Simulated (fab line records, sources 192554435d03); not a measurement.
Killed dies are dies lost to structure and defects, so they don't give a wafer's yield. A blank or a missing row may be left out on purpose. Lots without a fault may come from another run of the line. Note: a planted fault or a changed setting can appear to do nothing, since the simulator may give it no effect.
Matching of chambers | flow n5 finfet | N5_GATE_CUT_ETCH_19 on rie diel-01: 4 sister chambers
The step etches SiNx in CH3F/O2, target depth 53.7 nm, time 76.7 s. 16 wafers are shown with their chamber, then 8 later ones without.

== WAFERS, EACH WITH ITS CHAMBER ==
wafer  | chamber | showerhead plenum p Torr (Torr) | rf vpp V (V) | drypump motor current A (A)
L074.1 | 2       | 2.01                            | 299          | 5.9
L074.3 | 0       | 1.97                            | 297          | 6.3
L074.6 | 3       | 1.94                            | 308          | 6.2
L078.2 | 3       | 1.94                            | 306          | 6.2
L078.3 | 0       | 1.96                            | 297          | 6.4
L078.6 | 2       | 2.01                            | 298          | 5.9
L077.2 | 3       | 1.94                            | 309          | 6.2
L077.5 | 2       | 2.01                            | 300          | 5.8
L077.6 | 3       | 1.94                            | 307          | 6.2
L079.3 | 3       | 1.94                            | 307          | 6.2
L079.5 | 1       | 1.93                            | 289          | 5.5
L079.6 | 2       | 2.01                            | 298          | 5.8
L083.1 | 1       | 1.93                            | 290          | 5.4
L083.2 | 3       | 1.94                            | 307          | 6.2
L083.4 | 3       | 1.94                            | 308          | 6.2
L085.1 | 2       | 2.00                            | 298          | 5.8

SIGNATURES, as means of the wafers listed above
reading                  | chamber 0 | chamber 1 | chamber 2 | chamber 3 | scatter within a chamber
showerhead plenum p Torr | 1.9650    | 1.9300    | 2.0080    | 1.9400    | 0.00329
rf vpp V                 | 297.00    | 289.50    | 298.60    | 307.43    | 0.886
drypump motor current A  | 6.350     | 5.450     | 5.840     | 6.200     | 0.0428
Rule: a wafer lies at a distance from a chamber equal to the root of the sum of squares, over the readings, of (its reading less the chamber's mean, divided by the reading's scatter). If the next closest chamber is less than 2 further off than the closest, the wafer can't be placed; otherwise it belongs to the closest. The scatter: the root of (the sum of the squares of (reading less its chamber's mean) over the shown wafers, divided by (wafers less chambers)).

== WAFERS WHOSE CHAMBER IS MISSING ==
wafer  | showerhead plenum p Torr (Torr) | rf vpp V (V) | drypump motor current A (A)
L085.3 | 1.93                            | 308          | 6.2
L085.4 | 1.93                            | 308          | 6.2
L092.1 | 1.92                            | 288          | 5.5
L092.4 | 1.96                            | 297          | 6.4
L092.5 | 1.93                            | 307          | 6.2
L097.2 | 2.00                            | 299          | 5.9
L097.3 | 1.92                            | 289          | 5.5
L097.4 | 1.93                            | 308          | 6.2

== EACH ONE'S CHAMBER ==
wafer  | from the rows above | in truth
L085.3 | 3                   | 3
L085.4 | 3                   | 3
L092.1 | 1                   | 1
L092.4 | 0                   | 0
L092.5 | 3                   | 3
L097.2 | 2                   | 2
L097.3 | 1                   | 1
L097.4 | 3                   | 3
Correctly placed: 8 of 8. From these rows, 0 cannot be placed. Wrongly placed: 0.
